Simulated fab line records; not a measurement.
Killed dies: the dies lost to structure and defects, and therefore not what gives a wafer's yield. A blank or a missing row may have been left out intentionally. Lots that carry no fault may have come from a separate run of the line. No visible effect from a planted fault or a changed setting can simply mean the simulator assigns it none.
Chamber matching -- flow n5 finfet -- ald metal-02 running N5_HKMG_FIN_ALD_91: 4 sister chambers
The step deposits TiN, target thk 1 nm, pulse time 1 s, purge time 3 s. 14 wafers are shown with their chamber, then 7 later ones without.

== EACH WAFER AND ITS CHAMBER ==
wafer,chamber,heater power w (W),precursor pulse height rel
L074.1,0,922,0.997
L074.2,1,808,1.005
L074.3,3,775,0.998
L074.4,2,807,1.025
L074.5,0,931,1.004
L074.6,3,780,1.039
L076.1,0,920,0.992
L076.4,3,783,1.002
L076.5,1,818,1.007
L086.2,2,812,1.013
L086.4,3,787,0.981
L086.5,2,815,0.967
L089.1,1,817,0.987
L089.5,0,963,0.977

SIGNATURES (averages over the wafers above)
reading,chamber 0,chamber 1,chamber 2,chamber 3,scatter within a chamber
heater power w,934.00,814.33,811.33,781.25,11.7
precursor pulse height rel,0.99250,0.99967,1.00167,1.00500,0.0207
Rule: for each reading, subtract the chamber's mean from the wafer's reading, divide by that reading's scatter and square the result; add these up over the readings and take the root, which gives the wafer's distance from the chamber. If the next closest chamber is less than 2 further off than the closest, the wafer can't be placed; otherwise it belongs to the closest. How the scatter is found: for the shown wafers, subtract from each reading the mean of its chamber, square and add these, divide the total by (wafers less chambers), then take the root.

== WAFERS WITH NO CHAMBER GIVEN ==
wafer,heater power w (W),precursor pulse height rel
L089.6,824,1.011
L092.3,785,1.006
L092.4,818,1.015
L092.5,766,0.967
L095.2,826,0.993
L095.3,787,1.008
L095.6,956,0.985

== WHICH CHAMBER EACH ONE RAN IN ==
wafer,from the rows above,in truth
L089.6,can't be placed: 1 or 2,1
L092.3,can't be placed: 3 or 2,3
L092.4,can't be placed: 1 or 2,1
L092.5,can't be placed: 3 or 2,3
L095.2,can't be placed: 1 or 2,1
L095.3,can't be placed: 3 or 2 or 1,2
L095.6,0,0
Placed correctly: 1 of 7. These rows do not allow placing 6 (true chamber among the candidates in 6). 0 placed wrongly.
